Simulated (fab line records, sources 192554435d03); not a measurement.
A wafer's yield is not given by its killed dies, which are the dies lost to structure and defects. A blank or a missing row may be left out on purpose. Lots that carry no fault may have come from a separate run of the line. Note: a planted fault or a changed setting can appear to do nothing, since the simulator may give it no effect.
Which tool was responsible?    flow n5_finfet    33 wafers from 11 lots sampled at 2 of the route's 1938 steps

== WHAT THE GAUGES READ, wafer by wafer ==
N5_BEOL_M14_RS_MEAS_54: measurement is done with a four-point probe.
lot   measured      on             M14_RS (ohm/sq)
L609  day 11 05:26  film_metro-01  0.0331 0.0321 0.0330
L611  day 11 19:14  film_metro-02  0.0335 0.0325 0.0330
L612  day 11 20:27  film_metro-02  0.0333 0.0328 0.0336
L613  day 12 01:01  film_metro-01  0.0345 0.0323 0.0322
L614  day 12 10:27  film_metro-01  0.0338 0.0337 0.0326
L618  day 13 22:45  film_metro-02  0.0331 0.0323 0.0339
L620  day 14 07:38  film_metro-02  0.0322 0.0334 0.0341
L621  day 14 13:49  film_metro-02  0.0328 0.0336 0.0347
L629  day 16 06:20  film_metro-02  0.0326 0.0322 0.0333
L628  day 16 09:03  film_metro-01  0.0334 0.0330 0.0320
L630  day 17 00:10  film_metro-02  0.0328 0.0335 0.0336

== WHICH TOOL RAN EACH LOT (tool, then ch and the chambers of the sampled wafers, then the start) ==
lot   N5_BEOL_M10_ECD_50
L609  ecd_cu-02 ch 0,1, day 9 23:10
L611  ecd_cu-02 ch 0,1, day 10 06:52
L612  ecd_cu-02 ch 0, day 10 16:31
L613  ecd_cu-02 ch 0,1, day 10 16:45
L614  ecd_cu-02 ch 1, day 10 23:41
L618  ecd_cu-01 ch 0,1, day 12 20:17
L620  ecd_cu-01 ch 1, day 13 06:10
L621  ecd_cu-01 ch 0,1, day 13 09:57
L629  ecd_cu-02 ch 0,1, day 14 22:46
L628  ecd_cu-02 ch 0, day 15 04:48
L630  ecd_cu-02 ch 0,1, day 15 23:28
- N5_BEOL_M10_ECD_50: material Cu, target thk 318 nm.

== THE ANSWER, worked out from the rows above alone ==
Rule: the lots themselves supply what counts as usual. Put in order of their means at a reading, lots are off if they are a third of the lots or fewer, leave a main group of 4 or more, and stand apart from it by a gap of 3 or more times the standard deviation of the main group's means; of several such gaps the widest counts. If all means in a main group match to the digits the tables above print for the reading, that group is not used. A lot without any number at a reading at which 4 lots or more have one is off too. Any other lot the step has rows for is counted as sound.
None of the lots is off at any reading shown; this tells nothing.

== WHAT THE SIMULATOR HAD PUT IN ==
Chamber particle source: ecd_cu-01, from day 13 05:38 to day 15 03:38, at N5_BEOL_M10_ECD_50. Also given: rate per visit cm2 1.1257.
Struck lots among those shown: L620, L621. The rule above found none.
